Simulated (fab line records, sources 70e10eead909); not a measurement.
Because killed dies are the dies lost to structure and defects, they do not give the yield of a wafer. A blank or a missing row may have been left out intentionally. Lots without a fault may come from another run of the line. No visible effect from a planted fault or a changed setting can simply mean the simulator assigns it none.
Which tool was responsible? ; flow nand_harc ; 12 lots, 34 wafers sampled, at 4 steps of a route of 1302

== WHAT THE GAUGES SHOWED, per wafer ==
No reading from a measuring or inspecting step in the record can be judged against a usual standard deviation.

== WHAT TOOL EACH LOT RAN ON (gives the tool, then ch and the chambers of the sampled wafers, and finally the start) ==
lot;NHARC_A_CONTACT_ETCH_98;NHARC_A_BLC_ETCH_16;NHARC_A_BLC_ETCH_17;NHARC_A_BLC_ETCH_18
L363;rie_diel-06 ch 0,1,2, day 23 04:05 or earlier;rie_diel-07 ch 0,1,3, day 23 04:05;rie_diel-07 ch 1,2,3, day 23 04:37 or earlier;rie_diel-07 ch 0,2,3, day 23 04:37
L364;rie_diel-06 ch 1,2, day 24 15:59 or earlier;rie_diel-13 ch 0,3, day 24 15:59;rie_diel-13 ch 0,1, day 24 16:37 or earlier;rie_diel-13 ch 0,1,3, day 24 16:37
L367;rie_diel-06 ch 0,2,3, day 24 20:09 or earlier;rie_diel-13 ch 0,1,3, day 24 20:09;rie_diel-13 ch 0,3, day 24 20:50 or earlier;rie_diel-13 ch 0,1,3, day 24 20:50
L365;rie_diel-06 ch 1,2,3, day 25 17:08 or earlier;rie_diel-13 ch 0,1, day 25 17:08;rie_diel-13 ch 0,1,2, day 25 17:41 or earlier;rie_diel-13 ch 0,1,2, day 25 17:41
L366;rie_diel-06 ch 0,2,3, day 25 19:43 or earlier;rie_diel-07 ch 1,2, day 25 19:43;rie_diel-07 ch 1,2,3, day 25 20:16 or earlier;rie_diel-07 ch 0,3, day 25 20:16
L369;rie_diel-06 ch 0,1, day 25 20:06 or earlier;rie_diel-13 ch 0,2, day 25 20:06;rie_diel-13 ch 1,3, day 25 20:40 or earlier;rie_diel-13 ch 0,2, day 25 20:40
L368;rie_diel-06 ch 1,2,3, day 25 22:01 or earlier;rie_diel-07 ch 0,1,3, day 25 22:01;rie_diel-07 ch 1,3, day 25 22:32 or earlier;rie_diel-07 ch 2,3, day 25 22:32
L375;rie_diel-02 ch 1,3, day 29 14:50 or earlier;rie_diel-07 ch 0,3, day 29 14:50;rie_diel-07 ch 0,1, day 29 15:22 or earlier;rie_diel-07 ch 0,3, day 29 15:22
L378;rie_diel-06 ch 2,3, day 30 04:16 or earlier;rie_diel-07 ch 1,2, day 30 04:16;rie_diel-07 ch 2,3, day 30 04:54 or earlier;rie_diel-07 ch 0,1, day 30 04:54
L379;rie_diel-09 ch 0,1,2, day 30 05:59 or earlier;rie_diel-07 ch 0,1,2, day 30 05:59;rie_diel-07 ch 0,2,3, day 30 06:36 or earlier;rie_diel-07 ch 0,2,3, day 30 06:36
L381;rie_diel-09 ch 0,1,2, day 30 21:59 or earlier;rie_diel-13 ch 0,2,3, day 30 21:59;rie_diel-13 ch 0,1, day 30 22:34 or earlier;rie_diel-13 ch 0,1,2, day 30 22:34
L384;rie_diel-09 ch 0,1,2, day 32 01:01 or earlier;rie_diel-08 ch 0,2, day 32 01:01;rie_diel-08 ch 0,2,3, day 32 01:39 or earlier;rie_diel-08 ch 0,2, day 32 01:39
- NHARC_A_CONTACT_ETCH_98: etches the open film in C4F6/O2, target depth 20 nm, time 10 s.
- NHARC_A_BLC_ETCH_16: etches the open film in CF4, target depth 39 nm, time 65 s.
- NHARC_A_BLC_ETCH_17: etches the open film in N2/H2, target depth 390 nm, time 609.38 s.
- NHARC_A_BLC_ETCH_18: etches the open film in C4F8/O2/Ar, target depth 910 nm.

== AS READ BY THE TOOLS THEMSELVES (means over the sampled wafers that have a number; for cases with no such wafer, the mark the record gives instead) ==
NHARC_A_CONTACT_ETCH_98. Usual: drypump_motor_current_A 5.6 A, standard deviation 0.39; oes_product_au 0.959 a.u., standard deviation 0.025; rf_vpp_V 547 V, standard deviation 3.9; showerhead_plenum_p_Torr 3.94 Torr, standard deviation 0.19; throttle_valve_pct 26.903 %, standard deviation 0.0084.
lot;tool;drypump_motor_current_A (A);oes_product_au (a.u.);rf_vpp_V (V);showerhead_plenum_p_Torr (Torr);throttle_valve_pct (%);flag
L363;rie_diel-06;5.6;0.935;548;3.96;26.902;
L364;rie_diel-06;5.6;0.958;545;3.85;26.910;
L367;rie_diel-06;5.6;0.935;547;3.96;26.912;
L365;rie_diel-06;5.4;0.943;545;3.81;26.894;
L366;rie_diel-06;5.6;0.996;547;3.96;26.899;
L369;rie_diel-06;5.4;0.942;548;3.92;26.904;
L368;rie_diel-06;5.4;0.940;544;3.81;26.898;
L375;rie_diel-02;6.3;0.984;548;4.00;26.899;
L378;rie_diel-06;5.4;1.004;545;3.83;26.901;
L379;rie_diel-09;5.4;0.942;547;3.97;26.901;
L381;rie_diel-09;5.4;0.953;548;3.97;26.899;
L384;rie_diel-09;5.4;1.006;547;3.96;26.910;

NHARC_A_BLC_ETCH_16. Usual: drypump_motor_current_A 5.6 A, standard deviation 0.43; oes_product_au 1.003 a.u., standard deviation 0.012; rf_vpp_V 151.1 V, standard deviation 1.1; showerhead_plenum_p_Torr 1.76 Torr, standard deviation 0.05; throttle_valve_pct 13.284 %, standard deviation 0.0091.
lot;tool;drypump_motor_current_A (A);oes_product_au (a.u.);rf_vpp_V (V);showerhead_plenum_p_Torr (Torr);throttle_valve_pct (%);flag
L363;rie_diel-07;5.5;1.019;149.8;1.75;13.272;
L364;rie_diel-13;5.4;0.989;151.2;1.78;13.281;
L367;rie_diel-13;5.7;1.003;150.5;1.76;13.285;
L365;rie_diel-13;5.8;0.996;151.2;1.77;13.280;
L366;rie_diel-07;5.7;1.007;150.9;1.75;13.285;
L369;rie_diel-13;5.4;0.992;150.7;1.75;13.284;
L368;rie_diel-07;5.5;1.013;150.8;1.74;13.287;
L375;rie_diel-07;5.6;1.004;150.3;1.73;13.282;
L378;rie_diel-07;5.6;0.992;150.5;1.75;13.273;
L379;rie_diel-07;5.7;1.006;151.2;1.73;13.292;
L381;rie_diel-13;5.3;0.999;151.5;1.76;13.282;
L384;rie_diel-08;5.1;0.990;151.8;1.82;13.296;

NHARC_A_BLC_ETCH_17. Usual: drypump_motor_current_A 5.6 A, standard deviation 0.44; oes_product_au 1.003 a.u., standard deviation 0.011; rf_vpp_V 430.1 V, standard deviation 2; showerhead_plenum_p_Torr 2.03 Torr, standard deviation 0.066; throttle_valve_pct 14.170 %, standard deviation 0.0084.
lot;tool;drypump_motor_current_A (A);oes_product_au (a.u.);rf_vpp_V (V);showerhead_plenum_p_Torr (Torr);throttle_valve_pct (%);flag
L363;rie_diel-07;5.5;1.010;431.0;2.03;14.167;
L364;rie_diel-13;5.8;0.990;430.7;2.05;14.172;
L367;rie_diel-13;5.2;1.002;430.7;2.04;14.165;
L365;rie_diel-13;5.8;0.998;429.7;2.01;14.185;
L366;rie_diel-07;5.5;1.003;430.2;2.03;14.167;
L369;rie_diel-13;6.0;1.013;429.3;1.99;14.176;
L368;rie_diel-07;5.3;1.019;431.3;2.05;14.167;
L375;rie_diel-07;5.6;0.991;429.2;1.98;14.163;
L378;rie_diel-07;5.6;0.998;430.9;2.03;14.169;
L379;rie_diel-07;5.7;1.003;429.0;2.00;14.170;
L381;rie_diel-13;6.1;1.000;429.2;2.01;14.169;
L384;rie_diel-08;5.6;0.995;432.0;2.11;14.162;

NHARC_A_BLC_ETCH_18. Usual: oes_product_au 0.960 a.u., standard deviation 0.019; rf_vpp_V 977 V, standard deviation 4.1.
lot;tool;oes_product_au (a.u.);rf_vpp_V (V);flag
L363;rie_diel-07;0.962;976;
L364;rie_diel-13;0.961;977;
L367;rie_diel-13;0.962;978;
L365;rie_diel-13;0.956;977;
L366;rie_diel-07;0.941;975;
L369;rie_diel-13;0.964;978;
L368;rie_diel-07;0.936;978;
L375;rie_diel-07;1.065;974;OFF
L378;rie_diel-07;1.079;974;OFF
L379;rie_diel-07;1.038;977;OFF
L381;rie_diel-13;0.971;976;
L384;rie_diel-08;0.956;978;

== THE ANSWER, worked out from the rows above alone ==
Rule: a lot counts as off when the mean over its wafers that have a number is more than 3 standard deviations away from the usual mean. Also off: a lot with no number at a reading for which 4 or more lots have one. Where the step has rows for the other lots, those lots are counted as sound. After the gauges, taken in route order, come the tools' own readings; for these a lot's mean is taken, as printed above. At the first step where some lot is off, the reading lying furthest off is the one used; lots without a number count as furthest.
Off: L375, L378, L379 (NHARC_A_BLC_ETCH_18, oes_product_au).
If a tool, at that step or one of the process steps before it, ran each lot that is off and ran no sound lot following the first of them, it fits. Because NHARC_A_CONTACT_ETCH_98 lacks a start for some lots, the hours and order of its lots are taken from NHARC_A_BLC_ETCH_16. Because NHARC_A_BLC_ETCH_17 lacks a start for some lots, the hours and order of its lots are taken from NHARC_A_BLC_ETCH_18. One fits: rie_diel-07 at NHARC_A_BLC_ETCH_16 and NHARC_A_BLC_ETCH_17 and NHARC_A_BLC_ETCH_18. At NHARC_A_BLC_ETCH_16 its last sound lot is L368 (day 25 22:01), its first lot that is off L375 (day 29 14:50): a fault that began between those two fits.

== WHAT HAD BEEN PUT IN BY THE SIMULATOR ==
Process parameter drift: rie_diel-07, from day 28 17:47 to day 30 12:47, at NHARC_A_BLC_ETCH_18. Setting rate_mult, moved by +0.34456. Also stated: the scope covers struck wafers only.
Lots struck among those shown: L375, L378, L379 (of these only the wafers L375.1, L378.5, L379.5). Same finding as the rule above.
